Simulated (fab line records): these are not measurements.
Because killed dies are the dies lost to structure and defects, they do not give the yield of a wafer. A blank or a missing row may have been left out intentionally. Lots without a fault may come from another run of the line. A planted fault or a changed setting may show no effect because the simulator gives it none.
The tool behind it: which one?    flow nand_harc    7 lots, 19 wafers sampled, at 3 steps of a route of 1159

== WHAT THE GAUGES READ, wafer by wafer ==
NHARC_A_ONON_D1_THK_MEAS_05: measures by ellipsometry.
lot   measured      on             thk_nm (nm)
L600  day 7 22:02   film_metro-01  1010 1009 1006
L609  day 10 03:22  film_metro-02  991 359
L613  day 10 18:16  film_metro-01  996 993 992
L610  day 11 01:56  film_metro-02  1001 366
L617  day 11 21:01  film_metro-02  1005 1005 1003
L618  day 12 03:04  film_metro-01  993 993 993
L621  day 12 20:07  film_metro-02  1007 1007 1007

== EACH LOT AND THE TOOL THAT RAN IT (in order: tool; ch and the chambers of the sampled wafers; start) ==
lot   NHARC_A_ZERO_WELL_ETCH_13         NHARC_A_ONON_D1_DEP_03
L600  rie_si-05 ch 0,2, day 6 22:58     pecvd_onon-01 ch 0, day 7 21:32
L609  rie_si-05 ch 1,2, day 9 03:51     pecvd_onon-03 ch 0, day 10 02:59
L613  rie_si-02 ch 0,1,3, day 9 15:47   pecvd_onon-02 ch 0, day 10 17:48
L610  rie_si-06 ch 0,2, day 10 01:16    pecvd_onon-03 ch 0, day 11 01:32
L617  rie_si-06 ch 0,3, day 11 00:00    pecvd_onon-02 ch 0, day 11 20:30
L618  rie_si-06 ch 0,2,3, day 11 04:08  pecvd_onon-02 ch 0, day 12 02:37
L621  rie_si-02 ch 0,2,3, day 11 19:55  pecvd_onon-02 ch 0, day 12 19:37
- NHARC_A_ZERO_WELL_ETCH_13: etches the open film in HBr/Cl2, target depth 120 nm, time 40.1 s.
- NHARC_A_ONON_D1_DEP_03: target thk 1000 nm.

== THE ANSWER, worked out from the rows above alone ==
Rule: usual is defined by the lots themselves. Put in order of their means at a reading, lots are off if they are a third of the lots or fewer, leave a main group of 4 or more, and stand apart from it by a gap of 3 or more times the standard deviation of the main group's means; of several such gaps the widest counts. A main group is skipped when, at the precision printed for the reading in the tables above, its means are all equal. A lot without any number at a reading at which 4 lots or more have one is off too. Where the step has rows for the other lots, those lots are counted as sound.
Off: L609, L610 (NHARC_A_ONON_D1_THK_MEAS_05, thk_nm). For the main group the mean is 1001 nm and the standard deviation 6.6.
A tool fits if, at a process step before that reading, it ran every lot that is off, and no sound lot after the first of them. The gauges at NHARC_A_ONON_D1_THK_MEAS_05 are tried like those tools. One fits: NHARC_A_ONON_D1_DEP_03 on pecvd_onon-03. It ran no sound lot before its first lot that is off in this sample, so the start can't be narrowed down.

== WHAT WAS PUT IN BY THE SIMULATOR ==
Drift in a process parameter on pecvd_onon-03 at NHARC_A_ONON_D1_DEP_03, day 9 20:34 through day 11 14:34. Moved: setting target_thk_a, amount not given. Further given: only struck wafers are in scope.
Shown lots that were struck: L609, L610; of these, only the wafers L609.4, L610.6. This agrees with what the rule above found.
